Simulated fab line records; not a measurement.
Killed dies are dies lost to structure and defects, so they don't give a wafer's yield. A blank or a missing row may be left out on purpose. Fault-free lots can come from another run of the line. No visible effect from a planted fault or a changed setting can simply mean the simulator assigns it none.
Split-lot study ; flow n5 finfet ; on a route of 1938 steps: 7 lots, 39 wafers read

== THE SPLIT ==
At N5_BEOL_M10_TRENCH_ETCH_37 (etches SiCOH lowk in C4F6/O2, target depth 148.83 nm, time 48 s), the setting time s was moved away from the recipe's 48 s on 12 of the 39 wafers read, by -50.9% to +36.9%. All remaining wafers had this setting at the recipe value.

== FROM THE SPLIT TO THE READING: what the file shows between them, 11 steps ==
- N5_BEOL_M10_ETCH_41: etches SiCN in CH3F/O2, target depth 42.6 nm, time 86 s
- N5_BEOL_M10_STRIP_77: strips in N2/H2, time 10 s
- N5_BEOL_M10_OCD_MEAS_38
- N5_BEOL_M10_HM_STRIP_39: strips TiN in peroxide tin strip, target depth 25 nm, time 158 s
- N5_BEOL_M10_SRD_40: time 30 s
- N5_BEOL_M10_ECD_50: material Cu, target thk 318 nm
- N5_BEOL_M10_ANNEAL_51: time 90 s
- N5_BEOL_M10_CMP_52: polishes, stops on SiCOH lowk, t overpolish 7 s, target thk 140 nm
- N5_BEOL_M10_THK_MEAS_53: measures by xrf
- N5_BEOL_M10_PRE_CLEAN_55: time 15 s
- N5_BEOL_M10_DEP_56: deposits SiCN from 3MS/NH3, target thk 15 nm, time 26.5 s

== THE READING ==
M10_RS, in ohm/sq, at N5_BEOL_M10_RS_MEAS_57 (measures by four-point-probe). On this fab line, fault-free wafers typically give 0.151 ohm/sq with a standard deviation of 0.0049 ohm/sq.

wafer;tool, chamber at the split;time s as run, s;against the recipe;M10_RS, ohm/sq;against lot-mates on the recipe
L077.1;rie diel-06, 2;48;recipe;0.152;-
L077.2;rie diel-06, 3;23.59;-50.9%;0.338;+0.187
L077.3;rie diel-06, 0;23.59;-50.9%;0.351;+0.200
L077.4;rie diel-06, 3;23.59;-50.9%;0.339;+0.188
L077.5;rie diel-06, 0;48;recipe;0.148;-
L077.6;rie diel-06, 2;48;recipe;0.152;-
L080.1;rie diel-04, 2;28.52;-40.6%;0.295;+0.143
L080.2;rie diel-04, 1;28.52;-40.6%;0.286;+0.134
L080.3;rie diel-04, 3;48;recipe;0.149;-
L080.4;rie diel-04, 0;28.52;-40.6%;0.287;+0.135
L080.5;rie diel-04, 1;48;recipe;0.156;-
L080.6;rie diel-04, 2;48;recipe;0.150;-
L082.1;rie diel-06, 1;48;recipe;0.141;-
L082.2;rie diel-06, 3;48;recipe;0.145;-
L082.3;rie diel-06, 2;48;recipe;0.156;-
L082.4;rie diel-06, 0;48;recipe;0.152;-
L082.5;rie diel-06, 3;48;recipe;0.145;-
L082.6;rie diel-06, 0;48;recipe;0.148;-
L086.1;rie diel-05, 0;65.71;+36.9%;0.102;-0.047
L086.2;rie diel-05, 3;65.71;+36.9%;0.104;-0.045
L086.3;rie diel-05, 1;65.71;+36.9%;0.103;-0.046
L086.4;rie diel-05, 3;48;recipe;0.154;-
L086.5;rie diel-05, 1;48;recipe;0.144;-
L086.6;rie diel-05, 0;48;recipe;0.148;-
L089.1;rie diel-04, 2;48;recipe;0.154;-
L089.2;rie diel-04, 3;48;recipe;0.150;-
L089.3;rie diel-04, 1;48;recipe;0.161;-
L091.1;rie diel-04, 2;48;recipe;0.156;-
L091.2;rie diel-04, 0;48;recipe;0.154;-
L091.3;rie diel-04, 3;48;recipe;0.149;-
L091.4;rie diel-04, 1;48;recipe;0.157;-
L091.5;rie diel-04, 3;48;recipe;0.150;-
L091.6;rie diel-04, 0;48;recipe;0.154;-
L096.1;rie diel-04, 2;48;recipe;0.157;-
L096.2;rie diel-04, 3;62.42;+30.0%;0.113;-0.044
L096.3;rie diel-04, 0;48;recipe;0.155;-
L096.4;rie diel-04, 0;62.42;+30.0%;0.117;-0.040
L096.5;rie diel-04, 2;48;recipe;0.158;-
L096.6;rie diel-04, 3;62.42;+30.0%;0.114;-0.043

FIT RESULTS
A straight line over all 39 wafers: M10_RS changes by -0.00275 ohm/sq for each +1% of time s; r = -0.94; the points scatter about the line by 0.022 ohm/sq.
The same after taking each lot's own level away (the mean of its wafers on the recipe; 39 wafers): -0.00277 ohm/sq for each +1%; r = -0.94; scatter 0.022 ohm/sq.
According to that fit, moving time s by its largest amount changes the reading by 0.14 ohm/sq.
The lots' own levels span 0.1478 to 0.1567 ohm/sq, that is 1.8 times the standard deviation above.
Hence the lot-to-lot level has little effect on the slope; both slopes agree.
Check: with one of the wafers moved furthest among these (-50.9%) left out of the fit, the line predicts +0.148 ohm/sq for it against its lot-mates. Against them it came out at +0.187 ohm/sq.

== THE WHOLE CHAIN: every reading that the file lists as answering this split, in the file's order ==
step;what it does;reading;change (the file's fit);r (the file's)
N5_BEOL_M10_TRENCH_ETCH_37;etches SiCOH lowk in C4F6/O2, target depth 148.83 nm, time 48 s;BEOL_M10.feature depth nm (the simulator's own value, which no gauge read);+1.48 nm for each +1% of the setting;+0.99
N5_BEOL_M10_TRENCH_ETCH_37;etches SiCOH lowk in C4F6/O2, target depth 148.83 nm, time 48 s;etch.depth nm (the simulator's own value, which no gauge read);+1.48 nm for each +1% of the setting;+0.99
N5_BEOL_M10_TRENCH_ETCH_37;etches SiCOH lowk in C4F6/O2, target depth 148.83 nm, time 48 s;TiN_of_BEOL_M10_HM_DEP_02.thk nm (the simulator's own value, which no gauge read);-0.0431 nm for each +1% of the setting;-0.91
N5_BEOL_M10_OCD_MEAS_38;;trench depth nm;+1.48 nm for each +1% of the setting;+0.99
N5_BEOL_M10_CMP_52;polishes, stops on SiCOH lowk, t overpolish 7 s, target thk 140 nm;Cu_of_BEOL_M10_ECD_50.thk nm (the simulator's own value, which no gauge read);+1.47 nm for each +1% of the setting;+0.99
N5_BEOL_M10_THK_MEAS_53;measures by xrf;M10_THK;+1.5 for each +1% of the setting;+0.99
N5_BEOL_M10_RS_MEAS_57;measures by four-point-probe;M10_RS;-0.00282 for each +1% of the setting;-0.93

== THE FILE'S OWN FIT ==
M10_RS changes by -0.00282 ohm/sq for each +1% of time s, r = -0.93.
